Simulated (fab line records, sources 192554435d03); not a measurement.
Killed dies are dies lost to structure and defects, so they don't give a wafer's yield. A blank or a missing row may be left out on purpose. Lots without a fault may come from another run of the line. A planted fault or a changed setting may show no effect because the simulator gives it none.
fab line records | flow n5_finfet
record lots=4 wafers=10 last_day=17
route steps=1938 shown BEOL_M4@1099 BEOL_M5@1112 BEOL_M11@1578 BEOL_M15@1830 PASSIVATION@1936
lots that met no fault: from a run of the same line without faults
start_h: hours from the record's first day to the start of the lot's first wafer shown | wait_h: hours since the lot's step before | " the same as in the row above | L1.1+2: a row that stands for several wafers | - no value, or no start given | * or withheld: withheld | < > ~ a bound
route shown NAME@n: a module of which the file shows steps, and the number in the route of the first | usual: mean/standard deviation of fault-free wafers | same: alike in all rows | chamber/n: place in a boat | sites: the reading at each site | _std_site: their standard deviation | _edge_site: outer sites' mean less inner sites' | radius_mm: how far each site lies from the wafer's centre | mask NAME#n: copy n | behind: the tool/chamber that last shaped the wafer | hold: why the lot was held/for how many hours/how that ended | device: the transistor (n, p or np) that didn't switch | end of line: the same wafers' tests at the end of the route | a step without rows: its recipe alone | killed: dies lost to structure and defects at the first sort, not the wafer's yield | map: a wafer's dies, x killed, . not, _ none there
set.NAME: the setting as run; set.NAME@STEP: as run at that earlier step | model.NAME: the simulator's own value behind a step, which no gauge read
lots at some steps of the route; a table a step, a row a wafer
services: from which hour (start_h, from the record's first day; less than 0 if before it) a tool's chamber was out of use, for how many hours, and why
## steps
# step N5_BEOL_M4_ANNEAL_95
# recipe temp_c=400 time_s=240 ambient=vacuum
# step N5_BEOL_M4_SPUTTER_96
# recipe material=Cu target_thk_a=45 temp_c=-20 chamber_pressure_pa=0.07 power_w=withheld time_s=8.29
# step N5_BEOL_M4_ECD_50
# recipe material=Cu target_thk_a=3000
# step N5_BEOL_M4_ANNEAL_51
# recipe temp_c=225 time_s=90 ambient=N2
# step N5_BEOL_M4_CMP_52
# recipe stop_on=SiOC t_overpolish_s=6.8 down_force_psi=1 platen_rpm=50 clearing_platen_down_force_psi=1.5 clearing_platen_rpm=50 post_cmp_clean=cu_alkaline target_thk_nm=40 clearing_platen_pad_velocity_m_s=0.99484 pad_velocity_m_s=0.99484
# step N5_BEOL_M4_PRE_CLEAN_60
# recipe gas=NH3/H2 time_s=15 temp_c=* rf_power_w=300
# step N5_BEOL_M4_CO_CAP_55
# recipe material=Co target_thk_a=20 temp_c=200 precursor=CCTBA/H2 pressure_torr=30 time_s=102.1
# step N5_BEOL_M4_PRE_CLEAN_56
# recipe gas=NH3 time_s=15 temp_c=withheld rf_power_w=300
# step N5_BEOL_M4_DEP_57
# recipe material=SiCN target_thk_a=80 temp_c=withheld precursor=3MS/NH3 pressure_torr=3 rf_w=202 time_s=14
# step N5_BEOL_M4_RC_MEAS_101
# usual DIBL_N=35.9/1.3 DIBL_P=35.9/1.6 IOFF_N=0.156/0.022 IOFF_P=0.205/0.023 ION_N=675/9 ION_P=463/5.6 SS_N=71.4/0.57 SS_P=73.1/0.52 VT_N=249.7/2.8 VT_P=-250.2/2.5
# columns lot.wafer tool chamber start_h wait_h DIBL_N[mV/V] DIBL_P[mV/V] IOFF_N[nA/um] IOFF_P[nA/um] ION_N[uA/um] ION_P[uA/um] SS_N[mV/dec] SS_P[mV/dec] VT_N[mV] VT_P[mV]
L465.1 prober-01 0 229.51 0.0 36.3 36.5 0.162 0.204 678 465 71.7 73.7 246.0 -249.6
L465.3 " 0 " " 34.8 34.2 0.141 0.179 669 465 70.8 73.2 248.4 -251.7
L465.6 " 0 " " 35.2 34.8 0.142 0.183 669 460 70.9 73.4 249.2 -252.9
L468.2 prober-02 0 256.28 0.2 35.5 35.1 0.161 0.198 677 462 71.2 73.3 246.3 -249.9
L468.3 " 0 " " 34.1 33.2 0.140 0.182 677 461 70.5 72.6 249.6 -252.2
L469.2 prober-01 0 258.29 0.2 35.4 35.6 0.153 0.177 673 460 71.6 73.5 250.0 -257.6
L469.4 " 0 " " 33.6 33.7 0.124 0.152 664 455 70.2 72.4 253.4 -254.0
L476.1 prober-01 0 314.14 0.0 35.4 34.5 0.134 0.196 669 466 71.3 72.6 251.3 -248.1
L476.2 " 0 " " 37.2 36.4 0.151 0.222 664 460 71.8 72.9 250.6 -248.3
L476.5 " 0 " " 35.4 34.5 0.128 0.197 669 471 71.4 72.8 253.1 -250.1
# step N5_BEOL_M5_ILD_DEP_00
# recipe material=SiCOH_lowk target_thk_a=1406.4 temp_c=300 precursor=DEMS/porogen pressure_torr=5 rf_w=500 time_s=25.9
# step N5_BEOL_M5_CURE_79
# recipe temp_c=385 time_s=240 ambient=He/Ar material=SiCOH_lowk
# step N5_BEOL_M5_PECVD_70
# recipe material=SiO2 target_thk_a=160 temp_c=400 precursor=TEOS/O2 pressure_torr=5.5 rf_w=450 teos_flow_sccm=53.8 gas=O2 flow_sccm=3000 time_s=18
# step N5_BEOL_M5_HM_DEP_02
# recipe material=TiN target_thk_a=200 temp_c=25 chamber_pressure_pa=0.49996
# step N5_BEOL_M5_COAT_59
# recipe resist=SOC temp_c=250 time_s=60 spin_rpm=1500 resist_thk_nm=60
# step N5_BEOL_M5_COAT_60
# recipe resist=SiARC temp_c=220 time_s=60 spin_rpm=1500 resist_thk_nm=12
# step N5_BEOL_M5_COAT_71
# recipe resist=underlayer temp_c=205 time_s=60 spin_rpm=1500 resist_thk_nm=5
# step N5_BEOL_M5_COAT_05
# recipe resist=CAR-EUV spin_rpm=1500 resist_thk_nm=30
# step N5_BEOL_M5_EBR_07
# recipe solvent=PGMEA ebr_width_mm=1.5
# step N5_BEOL_M5_SOFTBAKE_06
# recipe temp_c=110 time_s=60 resist=CAR-EUV
# step N5_BEOL_M5_EXPOSE_08
# recipe mask_id=M5 na=0.33 source_shape=annular sigma_inner=0.4 sigma_outer=0.8 polarization=unpolarized target_cd_nm=28 dose_mj=35.75
# step N5_BEOL_M5_PEB_09
# recipe peb_temp_c=100 peb_time_s=60 resist=CAR-EUV
# step N5_BEOL_M5_DEVELOP_10
# recipe develop_time_s=30 developer=TMAH resist=CAR-EUV rinse_liquid=surfactant_rinse dry=air_spin dev_temp_c=23
# step N5_BEOL_M5_DESCUM_16
# recipe chemistry=O2 time_s=7 source_power_w=50 bias_power_w=20 pressure_mtorr=20 rf_frequency_hz=2.712e+07 temp_c=40 resist=CAR-EUV o2_flow_sccm=225
# step N5_BEOL_M5_ETCH_72
# recipe chemistry=N2/H2 target=underlayer target_depth_a=65 mask_material=CAR-EUV time_s=5.2 ion_energy_ev=200 pressure_mtorr=30 source_w=840 bias_w=150 n2_flow_sccm=200 h2_flow_sccm=200 ends=cleared
# step N5_BEOL_M5_ETCH_61
# recipe chemistry=CF4 target=SiARC target_depth_a=156 mask_material=CAR-EUV time_s=26 ion_energy_ev=80 pressure_mtorr=40 source_w=545 bias_w=36 Ar_flow_sccm=100 cf4_flow_sccm=100 ends=cleared
# step N5_BEOL_M5_ETCH_62
# recipe chemistry=N2/H2 target=SOC target_depth_a=750 overetch_a=150 mask_material=SiARC temp_c=40 time_s=112.5 ion_energy_ev=200 pressure_mtorr=30 source_w=840 bias_w=150 n2_flow_sccm=200 h2_flow_sccm=200
# step N5_BEOL_M5_STRIP_63
# recipe chemistry=N2/H2 temp_c=40 n2_flow_sccm=200 h2_flow_sccm=200 rf_frequency_hz=6e+07
# step N5_BEOL_M5_STRIP_73
# recipe chemistry=N2/H2 temp_c=40 n2_flow_sccm=200 h2_flow_sccm=200 rf_frequency_hz=6e+07
# step N5_BEOL_M5_STRIP_64
# recipe chemistry=CF4 resist=SiARC power_w=300 bias_power_w=75 pressure_mtorr=50 cf4_flow_sccm=150 rf_frequency_hz=6e+07
# step N5_BEOL_M5_HM_OPEN_17
# recipe chemistry=Cl2/BCl3 target_depth_a=200 overetch_a=60 target=TiN mask_material=SOC ion_energy_ev=150 pressure_mtorr=10 icp_w=1000 bias_w=126 Cl2_flow_sccm=53.25 bcl3_flow_sccm=21.75 Ar_flow_sccm=25
# step N5_BEOL_M5_STRIP_19
# recipe chemistry=O2 power_w=400 temp_c=40 pressure_mtorr=30 rf_frequency_hz=6e+07 bias_power_w=0 overash_fraction=0.2 o2_flow_sccm=225
# step N5_BEOL_M5_COAT_65
# recipe resist=SOC temp_c=250 time_s=60 spin_rpm=1500 resist_thk_nm=60
# step N5_BEOL_M5_COAT_66
# recipe resist=SiARC temp_c=220 time_s=60 spin_rpm=1500 resist_thk_nm=12
# step N5_BEOL_M11_TRENCH_ETCH_37
# recipe chemistry=C4F6/O2 target_depth_a=1488.3 target=SiCOH_lowk time_s=48 ion_energy_ev=250 pressure_mtorr=30 source_w=345 bias_w=185 Ar_flow_sccm=300 C4F6_flow_sccm=10 O2_flow_sccm=10
# usual drypump_motor_current_A=5.7/0.49 oes_product_au=0.81/0.09 rf_vpp_V=664/8.1 showerhead_plenum_p_Torr=2.81/0.086 throttle_valve_pct=20.81/0.18
# columns lot.wafer tool chamber start_h wait_h drypump_motor_current_A oes_product_au rf_hours_counter_h rf_vpp_V showerhead_plenum_p_Torr throttle_valve_pct model.BEOL_M11.feature_depth_nm model.etch.depth_nm model.TiN_of_BEOL_M11_HM_DEP_02.thk_nm
L465.1 rie_diel-02 1 289.99 - 6.0 0.89 36 659 2.79 20.91 150.8 150.8 16.4
L465.3 " 3 " " 5.6 0.67 238 668 2.91 20.93 146.6 146.6 16.4
L465.6 " 2 " " 6.0 0.88 - 661 2.77 20.87 151.2 151.1 16.4
L468.2 rie_diel-02 0 315.26 - 5.9 1.39 1 657 2.81 20.81 244.8 244.9 13
L468.3 " 1 " " 6.1 0.87 44 657 2.79 20.92 148.6 148.6 15.6
L469.2 rie_diel-02 2 315.93 - 6.0 1.22 56 660 2.77 21.01 244.6 244.6 13.4
L469.4 " 0 " " 5.9 0.99 1 658 2.81 20.70 151.4 151.4 15.8
L476.1 rie_diel-06 1 372.87 - 6.6 0.81 103 684 2.98 21.01 147.8 147.8 15.8
L476.2 " 0 " " 5.8 0.85 72 657 2.77 20.70 148.6 148.7 15.8
L476.5 " 2 " " 5.6 0.90 - 664 2.79 20.36 147.6 147.7 16
# step N5_BEOL_M11_OCD_MEAS_38
# usual trench_depth_nm=148.5/2
# columns lot.wafer tool chamber start_h wait_h trench_depth_nm
L465.1 ocd-01 - 290.17 - 150.9
L465.3 " - " " 146.8
L465.6 " - " " 150.9
L468.2 ocd-02 - 315.44 - 245.0
L468.3 " - " " 148.3
L469.2 ocd-01 - 316.11 - 244.6
L469.4 " - " " 151.7
L476.1 ocd-02 - 373.05 - 148.2
L476.2 " - " " 148.4
L476.5 " - " " 147.5
# step N5_BEOL_M11_CMP_52
# recipe stop_on=SiCOH_lowk t_overpolish_s=7 down_force_psi=1 platen_rpm=50 clearing_platen_down_force_psi=1.5 clearing_platen_rpm=50 post_cmp_clean=cu_alkaline target_thk_nm=140 clearing_platen_pad_velocity_m_s=0.99484 pad_velocity_m_s=0.99484
# usual motor_current_A=6.0/0.51
# columns lot.wafer tool chamber start_h wait_h motor_current_A model.Cu_of_BEOL_M11_ECD_50.thk_nm
L465.1 cmp-01 2 293.93 0.3 5.7 142.6
L465.3 " 0 " " 5.9 138
L465.6 " 1 " " 5.6 143
L468.2 cmp-03 0 317.37 0.2 6.2 235.6
L468.3 " 2 " " 6.1 139.4
L469.2 cmp-01 2 318.89 0.2 5.9 236.2
L469.4 " 1 " " 5.5 143
L476.2 cmp-04 3 376.80 0.2 5.4 139.8
L476.1 " 0 " " 7.9 139.2
L476.5 " 0 " " 7.5 139.8
# step N5_BEOL_M11_THK_MEAS_53
# recipe thk_meas_gauge=xrf reads=Cu_of_BEOL_M11_ECD_50
# usual M11_THK=140.6/2.4
# columns lot.wafer tool chamber start_h wait_h M11_THK[nm]
L465.1 film_metro-02 - 294.19 - 143.4
L465.3 " - " " 139.4
L465.6 " - " " 143.9
L468.2 film_metro-01 - 317.66 - 240.3
L468.3 " - " " 142.3
L469.2 film_metro-01 - 319.18 - 236.1
L469.4 " - " " 143.0
L476.1 film_metro-02 - 377.09 - 139.9
L476.2 " - " " 141.2
L476.5 " - " " 141.1
# step N5_BEOL_M11_RS_MEAS_57
# recipe thk_meas_gauge=four-point-probe reads=Cu_of_BEOL_M11_ECD_50+Co_of_BEOL_M11_CVD_75+TaN_of_BEOL_M11_ALD_74
# usual M11_RS=0.1511/0.0027
# columns lot.wafer tool chamber start_h wait_h M11_RS[ohm/sq]
L465.1 film_metro-02 - 294.31 0.0 0.1478
L465.3 " - " " 0.1531
L465.6 " - " " 0.1472
L468.2 film_metro-02 - 317.79 0.0 0.0860
L468.3 " - " " 0.1513
L469.2 film_metro-02 - 319.31 0.0 0.0859
L469.4 " - " " 0.1470
L476.1 film_metro-02 - 377.22 0.0 0.1518
L476.2 " - " " 0.1510
L476.5 " - " " 0.1509
# step N5_BEOL_M15_RC_MEAS_101
# usual COMB_M10=1.5e-11/3.2e-12 COMB_M12=6.4e-12/1.4e-12 COMB_M13=4.9e-12/9.4e-13 COMB_M14=3.9e-12/8.9e-13 COMB_M15=2.8e-12/5.6e-13 COMB_M5=3.8e-11/8.1e-12 COMB_M6=2.6e-11/5.4e-12 COMB_M7=2.6e-11/5.7e-12 COMB_M8=2.6e-11/5.5e-12 COMB_M9=1.49e-11/3e-12 SERP_M10=3.09/0.083 SERP_M11=3.07/0.067 SERP_M11_max_site=3.17/0.074 SERP_M12=0.635/0.013 SERP_M13=0.309/0.0048 SERP_M14=0.160/0.0033 SERP_M5=39.4/1.6 SERP_M6=13.7/0.39 SERP_M7=13.8/0.43 SERP_M8=13.9/0.5 SERP_M8_max_site=14.5/0.54 SERP_M9=3.06/0.076
# columns lot.wafer tool chamber start_h wait_h COMB_M10[S/m] COMB_M12[S/m] COMB_M13[S/m] COMB_M14[S/m] COMB_M15[S/m] COMB_M5[S/m] COMB_M6[S/m] COMB_M7[S/m] COMB_M8[S/m] COMB_M9[S/m] SERP_M10[ohm/um] SERP_M11[ohm/um] SERP_M11_max_site[ohm/um] SERP_M12[ohm/um] SERP_M13[ohm/um] SERP_M14[ohm/um] SERP_M5[ohm/um] SERP_M6[ohm/um] SERP_M7[ohm/um] SERP_M8[ohm/um] SERP_M8_max_site[ohm/um] SERP_M9[ohm/um]
L465.1 prober-02 0 326.39 0.0 8e-12 6.7e-12 5e-12 3.9e-12 2.5e-12 3.8e-11 2.8e-11 3.6e-11 2.3e-11 1e-11 2.96 2.98 3.10 0.623 0.317 0.162 39.1 14.0 14.3 14.6 14.9 3.09
L465.3 " 0 " " 1.3e-11 6.9e-12 7.3e-12 3.9e-12 2.8e-12 3.4e-11 2.3e-11 2.2e-11 1.7e-11 1.16e-11 3.05 3.09 3.20 0.620 0.312 0.159 39.2 14.1 13.5 14.3 14.5 3.22
L465.6 " 0 " " 1.5e-11 4.7e-12 6.4e-12 2.9e-12 2.7e-12 3e-11 2.8e-11 2.3e-11 3.8e-11 1.48e-11 2.99 2.91 3.06 0.606 0.312 0.158 41.3 13.9 13.8 14.8 15.1 3.11
L469.2 prober-02 0 343.53 0.2 1.6e-11 1.25e-11 5.4e-12 4.7e-12 3e-12 4.1e-11 2.6e-11 2.2e-11 2e-11 1.62e-11 3.30 1.72 1.76 0.651 0.314 0.156 40.8 13.3 14.0 14.0 14.4 2.96
L469.4 " 0 " " 1.4e-11 5.6e-12 4.8e-12 5.7e-12 2.9e-12 3.6e-11 2.7e-11 1.8e-11 2.2e-11 1.96e-11 3.06 3.02 3.09 0.612 0.316 0.162 38.1 12.9 14.1 13.4 13.9 3.22
L468.2 prober-02 0 346.70 0.2 2.6e-11 5.3e-12 4.7e-12 4.1e-12 2.4e-12 3.4e-11 3.5e-11 2.9e-11 3.5e-11 1.4e-11 3.06 1.72 1.76 0.661 0.314 0.158 41.5 14.0 13.6 14.3 15.1 3.06
L468.3 " 0 " " 1.3e-11 7.2e-12 3.8e-12 3.2e-12 2.7e-12 3.5e-11 2.8e-11 2.7e-11 3.3e-11 1.19e-11 3.02 3.09 3.12 0.641 0.311 0.159 38.9 13.8 13.9 13.3 13.6 3.11
L476.1 prober-01 0 395.91 0.0 2.2e-11 5.8e-12 4.3e-12 2.8e-12 2.3e-12 4.4e-11 1.6e-11 2.8e-11 2.5e-11 1.29e-11 3.06 3.10 3.19 0.654 0.300 0.165 37.9 13.1 13.7 13.4 14.2 3.20
L476.2 " 0 " " 1.5e-11 6.3e-12 4.6e-12 3.2e-12 2.9e-12 3.1e-11 2.1e-11 2.1e-11 3.9e-11 1.33e-11 3.17 3.07 3.23 0.635 0.304 0.156 42.7 14.4 14.1 14.6 15.1 3.10
L476.5 " 0 " " 1.8e-11 5.6e-12 5.1e-12 2.9e-12 2.6e-12 4.7e-11 2.3e-11 3.1e-11 2e-11 1.46e-11 3.01 3.11 3.23 0.646 0.308 0.159 41.6 13.5 13.7 14.3 14.7 3.11
# sites SERP_M11 radius_mm=0,75,75,75,75,140,140,140,140
L465.1 2.85 2.93 2.98 2.89 2.97 3.00 3.09 2.99 3.10
L469.2 1.69 1.71 1.72 1.73 1.71 1.74 1.75 1.76 1.70
L468.2 1.72 1.73 1.74 1.76 1.71 1.67 1.74 1.72 1.70
L476.1 2.98 3.05 3.01 3.05 3.10 3.19 3.11 3.17 3.19
# step N5_PASSIVATION_PROBE_49
# usual defect_limited_yield=91.3/1.4 killed_at_M0_to_M3=35/11 killed_at_M4_up=14/5.4 killed_at_contacts=12/6.2 killed_at_front_end=38/11 killed_at_other=4.1/2.8 killed_dies=103/17 killed_on_rim=13/4 killed_open=66/13 killed_short=34/8.2 sort_bin_5_function=5.1/0.89 sort_bin_6_memory=3.3/0.72 sort_n_pass=1077/17 sort_yield_pct=91.3/1.4
# same gross_dies=1180 killed_at_back_side=0 sort_bin_4_leakage[%]=0 sort_bin_8_speed[%]=0
# columns lot.wafer tool chamber start_h wait_h defect_limited_yield[%] killed_at_M0_to_M3 killed_at_M4_up killed_at_contacts killed_at_front_end killed_at_other killed_dies killed_on_rim killed_open killed_short sort_bin_5_function[%] sort_bin_6_memory[%] sort_n_pass sort_yield_pct[%]
L469.2 prober-02 - 358.07 0.1 48.7 26 537 8 33 1 605 73 49 26 4.2 2.0 575 48.7
L468.2 prober-02 - 363.01 0.1 52.5 34 464 14 43 6 561 97 72 32 5.1 3.6 619 52.5
L468.3 prober-02 - 363.06 0.1 90.9 22 23 8 50 4 107 18 71 35 5.0 3.9 1073 90.9
# killed by level:class
L469.2 BEOL_M11:area_etch=529 FIN_SAQP:geometric_particle:short=8 STI_FIN_REVEAL:geometric_particle:open=7 FIN_SAQP:geometric_particle:open=6 BEOL_M2:geometric_particle:open=6 BEOL_M3:geometric_particle:open=5 MOL_CONTACT_COAG:geometric_particle:open=4 MOL_CONTACT_COAG:geometric_particle:short=4
L468.2 BEOL_M11:area_etch=454 STI_FIN_REVEAL:geometric_particle:open=14 BEOL_M0_SAQP:geometric_particle:open=11 MOL_CONTACT_COAG:geometric_particle:open=10 BEOL_M0_SAQP:geometric_particle:short=9 STARTING-WAFER:geometric_particle:open=7 BEOL_M4:geometric_particle:open=6 FIN_SAQP:geometric_particle:open=4
L468.3 STI_FIN_REVEAL:geometric_particle:open=15 BEOL_M4:geometric_particle:open=14 FIN_SAQP:geometric_particle:open=7 FIN_SAQP:geometric_particle:short=6 MOL_CONTACT_COAG:geometric_particle:open=6 BEOL_M0_SAQP:geometric_particle:open=6 GATE_CUT:geometric_particle:short=5 DUMMY_GATE:geometric_particle:open=4
# map L468.2 (x killed, . not)
_________________x.x...xx.xx.________________
______________...x.xxx..x.x..x.x_____________
___________x.x....xx.x...x...x.xx..__________
__________x...........xx.xx...xxxxxx_________
________x.....x...xxx......x......xxxx_______
_______....x...x.x..xx....x.xx.xx.xxx.x______
______.....x.x....x.x...x.xx...xxxx..xx._____
_____x..xxx...x.xx.....xx.x......x...xx.x____
____...xx...x...x.x.xxxx..xx.....xx..x.xx.___
___xxx..xx...............x..x....xxxx...xxx__
___.xx.x......x.x....x.xx.....x.x...xxx.xxx__
__x..x.x..........xxxxx.......x..x.x.x..x.xx_
__x...x..x.x..x..x.xx.xx..x......xx...xx..xx_
_xx.....xx....xxx..........x.x..x...xx.xxxxxx
_.x.x...x.....x..x.xx..x..x..x.x..x..xxx....x
_.xx....xx.x..x...x.x.x...x..xx.xx..xxxxxxx.x
_.xx.....x...x....x.........x.xx....x..xxxxx.
_x.xx.x....x....x........xx...xxxx...xx.x.xxx
_x...xxx.....x.xx.x.xxx.......xxxx...xxxxxxxx
_x.x..x.......xx.x..xx......xx...xxxxx....xxx
_x...xx......xx.x.xxx.....xx....x..xx.x..xxxx
__xxx...xxx.....x...xx....x.....xxx..x.xxxxx_
__.xxxx.x...x.x.x...x.xxx...xx..x.x.xx..xxxx_
___x.xxxx....xx..x..xx.x..xx.x..x.xxxxx.xxx__
___..xxx....xx..x...x...xx...xxx.x.xxxxxxxx__
____xx...x.x.x.xx.xxxxx..xx.x.xxxxx.xx.xxx___
_____x.x...x...x.xxxxx.xxxxxx.x.x.xxxxxxx____
______xxxx.....x.....xx.xxx.x..x...xx.x._____
_______.xxxx.xxx.xxx.xx.x.x..xx.xxxxxxx______
________.x.x.x.x.x.xxxxx.x.xxxxx.x.xxx_______
__________x.xxxxx.xx.x.xxxx.xxx..x.x_________
___________x..xxxx.x.xxxxx.xx.xx.xx__________
______________.xx.xxxxxxxxx.xxxx_____________
_________________x.xx.xxxx..x________________
# map L469.2 (x killed, . not)
_________________x...xxx..xxx________________
______________.x..xxxxxx..x.x.x._____________
___________.x.xxxxx.x.xxx..x..xx...__________
__________..xx..x...x.x.x.x....xx.xx_________
________xx.x...xx.x.xx.xx..xx.xx.x.xxx_______
_______...x.x..x..x..x..xx..x..x.x.x..x______
______x.xxx.xxxxxx...xxx..x.....x.x.x.xx_____
_____....x..xxxx...x...xxxxxx...x.x....x.____
____.x.xx.x.x.xxx.xxxxx.x.......xxx.xxx..x___
___.xxx.x...x..x.xxx..xx..xx..xx.x...xx..x.__
___.xx.x.xx.xx..xxxx.xx..x...x.x..x....x.x.__
__..x.xx..x.x.x..xx.xx.x.....x.x..x...xxxxx._
__.xxx........xx.xx....xx...x...x...x...xxx._
_x.x.xx.....xxxxxxxxx.x...x..xxxxx.x..x.xxxx.
_.x..xx.x.x.x..xxx...xx.x.x.x.xx.x.x.x...xx.x
_xx.xxxxx.xxxxxx.x.xx..x.x.x.xxx...xx.xxx.xx.
_x..x......x.xxxxxx..x...x.xx..x....xxx.xx..x
_xxxxx.x.xxx.x..xx...x..xx.....xxx...x...x.x.
_xxx..xxx.xxx.xxxxx...x.xx.x.x..x..x.xx...x..
_.xx.xx..x....xxx.xxx......xx.x.x....xxx..xxx
_x...xx.x..x..xxx.xxx..x..xxxxx.x.xx....x.x..
__..xx..x...x.x.xxx.xx.xx.xxxxx......x.xx.x._
__xx..xx.x.xxxx.xxxxxx.xx...x...x....x.x...x_
___.x.....xx.x.x...x..xx.x.xxx.x..xxxx...x.__
___x.x.xx.x.x...x..xx..x..xxxxxxxxxx.x.....__
____.x.x..x....xxxxxx.xx.xx.xx.xxxx..xx..x___
_____.xxxxxx.x.xxx.x....x...x..x.xxxx.x..____
______....xxx..xxxx.x..xx.x..xxx..xx.xxx_____
_______...xxx.x.xx.xx.xx.x.xx...xx...x.______
________..xx..xxx.xxxxx....x..xxx....x_______
__________.x..xxxxx.xx.x.x...x.....x_________
___________.xx..xxxx.xx...xxxx.xxx.__________
______________.xxxxxxxxx.xx.xx.x_____________
_________________.xx.x.xxx.xx________________
## services
# columns tool chamber start_h hours kind
cmp-01 - 268.83 - consumable_replace:conditioner
cmp-01 - 268.83 - consumable_replace:pad
rie_diel-06 - 276.05 14.6 pm
cmp-01 - 278.43 11.6 pm
rie_diel-02 - 279.98 0.2 repair
rie_diel-02 0 283.46 - clean
rie_diel-02 0 283.46 - consumable_replace:focus_ring
rie_diel-02 0 283.46 27.3 scheduled_down
rie_diel-02 0 283.46 27.3 vent_cycle
cmp-03 - 288.57 3.1 pm
cmp-04 - 299.89 2.2 repair
rie_diel-06 2 307.59 1.2 repair
rie_diel-06 2 308.94 - clean
rie_diel-06 2 308.94 - consumable_replace:focus_ring
rie_diel-02 0 316.35 5.3 repair
rie_diel-02 3 326.91 - clean
rie_diel-02 3 326.91 - consumable_replace:focus_ring
rie_diel-02 3 326.91 21.4 scheduled_down
rie_diel-02 3 326.91 21.4 vent_cycle
cmp-01 - 333.78 6.5 pm
rie_diel-06 2 335.32 3.3 repair
cmp-04 - 341.87 7.1 pm
cmp-04 - 349.96 3.6 repair
rie_diel-02 3 363.11 7.7 repair
## key
first_sign step=N5_BEOL_M11_TRENCH_ETCH_37 reading=oes_product_au direction=up sigmas=5.5 usual=0.81 struck=1.30
effect step=N5_BEOL_M11_OCD_MEAS_38 reading=trench_depth_nm direction=up sigmas=48 usual=148.5 struck=244.8
effect step=N5_BEOL_M11_THK_MEAS_53 reading=M11_THK direction=up sigmas=41 usual=140.6 struck=238.2
effect step=N5_BEOL_M11_RS_MEAS_57 reading=M11_RS direction=down sigmas=25 usual=0.1511 struck=0.0859
effect step=N5_BEOL_M15_RC_MEAS_101 reading=SERP_M11 direction=down sigmas=20 usual=3.07 struck=1.72
effect step=N5_PASSIVATION_PROBE_49 reading=killed_at_M4_up direction=up sigmas=90 usual=14 struck=500
model_effect step=N5_BEOL_M11_TRENCH_ETCH_37 value=BEOL_M11.feature_depth_nm without=149.7 struck=244.7
model_effect step=N5_BEOL_M11_CMP_52 value=Cu_of_BEOL_M11_ECD_50.thk_nm without=140.9 struck=235.9
more_kills_born_at N5_BEOL_M11_TRENCH_ETCH_37@rie_diel-02=983
met_at N5_BEOL_M11_TRENCH_ETCH_37
struck_wafers L468.2,L469.2
onset_between 289.99 315.26
fault kind=process_parameter_drift tool=rie_diel-02 chamber=- onset_h=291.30 steps=N5_BEOL_M11_TRENCH_ETCH_37 channel=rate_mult offset=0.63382 shape=step end_h=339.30 scope=struck_wafers_only
